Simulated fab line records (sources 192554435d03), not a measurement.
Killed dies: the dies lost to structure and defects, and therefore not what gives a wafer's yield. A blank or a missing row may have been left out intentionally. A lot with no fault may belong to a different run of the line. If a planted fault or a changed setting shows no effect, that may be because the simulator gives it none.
Split-lot study | flow n5-finfet | 7 lots, 39 wafers read, on a route of 1938 steps

== ON THE SPLIT ==
At N5_BEOL_M4_ILD_DEP_00 (deposits SiOC from DEMS/O2, target thk 79 nm, time 15.3 s), the setting target-thk-a was moved away from the recipe's 790 angstrom on 9 of the 39 wafers read, by +15.1% to +23.9%. For the rest of the wafers, this setting stayed at what the recipe calls for.

Split to reading: the file shows no intervening step.

== THE READING ==
Values of M4_ILD_THK in nm from N5_BEOL_M4_THK_MEAS_01. A value of 79.0 nm with a standard deviation of 0.93 nm is what fault-free wafers of this fab line usually give.

wafer  | tool, chamber at the split | target-thk-a as run, angstrom | against the recipe | M4_ILD_THK, nm | against lot-mates on the recipe
L074.1 | pecvd-04, 0,1              | 790                           | recipe             | 79.4           | -
L074.2 | pecvd-04, 0,1              | 790                           | recipe             | 79.1           | -
L074.3 | pecvd-04, 1                | 938.8                         | +18.8%             | 95.4           | +15.7
L074.4 | pecvd-04, 0                | 938.8                         | +18.8%             | 95.2           | +15.5
L074.5 | pecvd-04, 0                | 790                           | recipe             | 80.5           | -
L074.6 | pecvd-04, 1                | 938.8                         | +18.8%             | 96.5           | +16.8
L075.1 | pecvd-03, 0                | 790                           | recipe             | 77.3           | -
L075.2 | pecvd-03, 2                | 790                           | recipe             | 78.0           | -
L075.3 | pecvd-03, 1                | 790                           | recipe             | 77.3           | -
L075.4 | pecvd-03, 2                | 790                           | recipe             | 79.0           | -
L075.5 | pecvd-03, 1                | 790                           | recipe             | 79.5           | -
L075.6 | pecvd-03, 0                | 790                           | recipe             | 78.2           | -
L077.1 | pecvd-04, 1                | 790                           | recipe             | 77.7           | -
L077.2 | pecvd-04, 2                | 979.1                         | +23.9%             | 97.7           | +18.6
L077.3 | pecvd-04, 2                | 790                           | recipe             | 79.9           | -
L077.4 | pecvd-04, 1                | 979.1                         | +23.9%             | 97.0           | +17.9
L077.5 | pecvd-04, 2                | 790                           | recipe             | 79.8           | -
L077.6 | pecvd-04, 1                | 979.1                         | +23.9%             | 97.9           | +18.8
L078.1 | pecvd-01, 2                | 790                           | recipe             | 78.7           | -
L078.2 | pecvd-01, 0                | 790                           | recipe             | 79.5           | -
L078.3 | pecvd-01, 1                | 790                           | recipe             | 79.2           | -
L078.4 | pecvd-01, 0                | 790                           | recipe             | 80.5           | -
L078.5 | pecvd-01, 1,2              | 790                           | recipe             | 80.5           | -
L078.6 | pecvd-01, 1,2              | 790                           | recipe             | 80.5           | -
L082.1 | pecvd-04, 2,0              | 790                           | recipe             | 79.8           | -
L082.2 | pecvd-04, 1                | 790                           | recipe             | 78.8           | -
L082.3 | pecvd-04, 0                | 790                           | recipe             | 78.8           | -
L082.4 | pecvd-04, 2,0              | 790                           | recipe             | 79.8           | -
L082.5 | pecvd-04, 2                | 790                           | recipe             | 80.1           | -
L082.6 | pecvd-04, 1                | 790                           | recipe             | 80.1           | -
L087.1 | pecvd-01, 1                | 909.6                         | +15.1%             | 89.4           | +11.2
L087.2 | pecvd-01, 0                | 790                           | recipe             | 78.6           | -
L087.3 | pecvd-01, 2                | 790                           | recipe             | 77.7           | -
L087.4 | pecvd-01, 0                | 909.6                         | +15.1%             | 90.4           | +12.2
L087.5 | pecvd-01, 2                | 909.6                         | +15.1%             | 91.1           | +12.9
L087.6 | pecvd-01, 1                | 790                           | recipe             | 78.2           | -
L088.2 | pecvd-04, 1                | 790                           | recipe             | 78.8           | -
L088.3 | pecvd-04, 2                | 790                           | recipe             | 79.3           | -
L088.4 | pecvd-04, 2                | 790                           | recipe             | 79.4           | -
Where a row lists several chambers, the file gives one row for several wafers and doesn't say which wafer went through which chamber.

FIT RESULTS
A straight line over all 39 wafers: M4_ILD_THK changes by +0.797 nm for each +1% of target-thk-a; r = +0.99; the points scatter about the line by 1 nm.
The same after taking each lot's own level away (the mean of its wafers on the recipe; 39 wafers): +0.799 nm for each +1%; r = +0.99; scatter 0.76 nm.
On that fit, the largest move of target-thk-a shifts the reading by 19 nm.
The span of the lots' own levels, 78.17 to 79.82 nm, comes to 1.8 times the standard deviation stated above.
The two slopes are in agreement: the lot-to-lot level therefore moves the slope only a little.
Check: for one of the wafers moved furthest among these (+23.9%), held out of the fit, the line's prediction against its lot-mates is +19.3 nm. It came out at +18.6 nm against them.

== THE OTHER SPLITS THESE WAFERS WENT THROUGH ==
Before the reading, these wafers also passed through other splits. Each is held against what the fit with the lots' levels taken away leaves over:
other split on the same wafers        | wafers away from the commonest value | r with M4_ILD_THK (lot level and that fit taken away)
N5_BEOL_M0_SAQP_PECVD_04 time-s       | 12                                   | +0.35
N5_BEOL_M1_CVD_47 target-thk-a        | 12                                   | +0.17
N5_BEOL_M2_VIA_ETCH_34 target-depth-a | 18                                   | +0.02

== THE WHOLE CHAIN: every reading that the file lists as answering this split, in the file's order ==
step                   | what it does                                              | reading                                                                            | change (the file's fit)             | r (the file's)
N5_BEOL_M4_ILD_DEP_00  | deposits SiOC from DEMS/O2, target thk 79 nm, time 15.3 s | SiOC_of_BEOL_M4_ILD_DEP_00.thk-nm (the simulator's own value, which no gauge read) | +0.8 nm for each +1% of the setting | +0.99
N5_BEOL_M4_THK_MEAS_01 |                                                           | M4_ILD_THK                                                                         | +0.801 for each +1% of the setting  | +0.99

== THE FILE'S OWN FIT ==
M4_ILD_THK changes by +0.801 nm for each +1% of target-thk-a, r = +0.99.
